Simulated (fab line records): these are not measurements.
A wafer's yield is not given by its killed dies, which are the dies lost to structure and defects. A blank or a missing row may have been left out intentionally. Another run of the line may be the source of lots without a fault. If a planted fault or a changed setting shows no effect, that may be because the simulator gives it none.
Split-lot study + flow n5-finfet + route with 1938 steps; 7 lots, 21 wafers read

ABOUT THE SPLIT
At N5_MOL_CONTACT_COAG_COAT_103 (time 60 s, resist thk 80 nm), the setting spin-rpm was moved away from the recipe's 1500 rpm on 8 of the 21 wafers read, by +4.9% to +11.2%. The other wafers ran this setting at the recipe's value.

FROM THE SPLIT TO THE READING: what the file shows between them, 5 steps
- N5_MOL_CONTACT_COAG_COAT_104: time 60 s, resist thk 12 nm
- N5_MOL_CONTACT_COAG_COAT_58: time 60 s, resist thk 10 nm
- N5_MOL_CONTACT_COAG_ETCH_59: etches underlayer in N2/H2, target depth 13 nm, time 10.4 s
- N5_MOL_CONTACT_COAG_ETCH_105: etches SiARC in CF4, target depth 15.6 nm, time 26 s
- N5_MOL_CONTACT_COAG_ETCH_106: etches SOC in N2/H2, target depth 80 nm, overetch 16 nm, time 120 s

THE READING
SOC_of_MOL_CONTACT_COAG_COAT_103.thk-nm (the simulator's own value, which no gauge read), in nm, at N5_MOL_CONTACT_COAG_CONTACT_ETCH_14 (etches SiO2 in C4F6/O2, target depth 27.5 nm, overetch 8.5 nm, time 20 s). There is no usual value for it anywhere in the file. The 13 wafers here that ran the recipe average 78.7 nm, standard deviation 0.25 nm.

| wafer  | tool, chamber at the split | spin-rpm as run, rpm | against the recipe | SOC_of_MOL_CONTACT_COAG_COAT_103.thk-nm, nm | against lot-mates on the recipe |
|--------|----------------------------|----------------------|--------------------|---------------------------------------------|---------------------------------|
| L074.2 | litho-track-04, 0          | 1574                 | +4.9%              | 76.8                                        | -1.6                            |
| L074.3 | litho-track-04, 0          | 1574                 | +4.9%              | 76.8                                        | -1.6                            |
| L074.6 | litho-track-04, 0          | 1500                 | recipe             | 78.4                                        | -                               |
| L076.1 | litho-track-01, 0          | 1500                 | recipe             | 78.4                                        | -                               |
| L076.4 | litho-track-01, 0          | 1579                 | +5.3%              | 76                                          | -2.4                            |
| L076.5 | litho-track-01, 0          | 1500                 | recipe             | 78.4                                        | -                               |
| L079.3 | litho-track-01, 0          | 1500                 | recipe             | 78.6                                        | -                               |
| L079.4 | litho-track-01, 0          | 1500                 | recipe             | 78.4                                        | -                               |
| L079.5 | litho-track-01, 0          | 1668                 | +11.2%             | 74.2                                        | -4.3                            |
| L087.3 | litho-track-04, 0          | 1500                 | recipe             | 78.8                                        | -                               |
| L087.4 | litho-track-04, 0          | 1500                 | recipe             | 79                                          | -                               |
| L087.6 | litho-track-04, 0          | 1660                 | +10.7%             | 75                                          | -3.9                            |
| L092.4 | litho-track-01, 0          | 1500                 | recipe             | 79                                          | -                               |
| L092.5 | litho-track-01, 0          | 1500                 | recipe             | 78.6                                        | -                               |
| L092.6 | litho-track-01, 0          | 1500                 | recipe             | 79.2                                        | -                               |
| L094.4 | litho-track-01, 0          | 1630                 | +8.7%              | 75.6                                        | -3.0                            |
| L094.5 | litho-track-01, 0          | 1630                 | +8.7%              | 75.4                                        | -3.2                            |
| L094.6 | litho-track-01, 0          | 1500                 | recipe             | 78.6                                        | -                               |
| L097.3 | litho-track-04, 0          | 1500                 | recipe             | 78.6                                        | -                               |
| L097.6 | litho-track-04, 0          | 1500                 | recipe             | 78.6                                        | -                               |
| L097.5 | litho-track-04, 0          | 1631                 | +8.7%              | 75.2                                        | -3.4                            |

FIT RESULTS
A straight line over all 21 wafers: SOC_of_MOL_CONTACT_COAG_COAT_103.thk-nm changes by -0.378 nm for each +1% of spin-rpm; r = -0.99; the points scatter about the line by 0.28 nm.
The same after taking each lot's own level away (the mean of its wafers on the recipe; 21 wafers): -0.372 nm for each +1%; r = -0.99; scatter 0.18 nm.
The reading moves by 4.2 nm for the largest change in spin-rpm, on that fit.
The span of the lots' own levels, 78.40 to 78.93 nm, comes to 2.1 times the standard deviation stated above.
Hence the lot-to-lot level has little effect on the slope; both slopes agree.
Check: with one of the wafers moved furthest among these (+11.2%) left out of the fit, the line predicts -4.12 nm for it against its lot-mates. Against them it came out at -4.3 nm.

THESE WAFERS: OTHER SPLITS
Other splits were also applied to these wafers ahead of the reading. Each is held against what the fit with the lots' levels taken away leaves over:
| other split on the same wafers | wafers away from the commonest value | r with SOC_of_MOL_CONTACT_COAG_COAT_103.thk-nm (lot level and that fit taken away) |
|--------------------------------|--------------------------------------|------------------------------------------------------------------------------------|
| N5_SD_EPI_P_EPI_21 time-s      | 3                                    | +0.02                                                                              |
| N5_HKMG_FIN_ETCH_55 bias-w     | 8                                    | +0.06                                                                              |

THE WHOLE CHAIN: every reading that the file lists as answering this split, in the file's order
| step                                | what it does                                                             | reading                                                                                  | change (the file's fit)                                                             | r (the file's) |
|-------------------------------------|--------------------------------------------------------------------------|------------------------------------------------------------------------------------------|-------------------------------------------------------------------------------------|----------------|
| N5_MOL_CONTACT_COAG_COAT_103        | time 60 s, resist thk 80 nm                                              | SOC_of_MOL_CONTACT_COAG_COAT_103.thk-nm (the simulator's own value, which no gauge read) | -0.374 nm for each +1% of the setting                                               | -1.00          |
| N5_MOL_CONTACT_COAG_ETCH_106        | etches SOC in N2/H2, target depth 80 nm, overetch 16 nm, time 120 s      | etch.depth-nm (the simulator's own value, which no gauge read)                           | -0.37 nm for each +1% of the setting                                                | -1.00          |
| N5_MOL_CONTACT_COAG_CONTACT_ETCH_14 | etches SiO2 in C4F6/O2, target depth 27.5 nm, overetch 8.5 nm, time 20 s | SOC_of_MOL_CONTACT_COAG_COAT_103.thk-nm (the simulator's own value, which no gauge read) | -0.377 nm for each +1% of the setting                                               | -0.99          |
| N5_MOL_CONTACT_COAG_ETCH_110        | etches Si in CF4/O2, target depth 2.5 nm, time 8 s                       | SiGe-B_of_SD_EPI_P_EPI_21.thk-nm (the simulator's own value, which no gauge read)        | not straight: 57.57 at the lowest setting, 57.57 at the recipe, 58.4 at the highest | not given      |

THE FILE'S OWN FIT
SOC_of_MOL_CONTACT_COAG_COAT_103.thk-nm changes by -0.377 nm for each +1% of spin-rpm, r = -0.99.
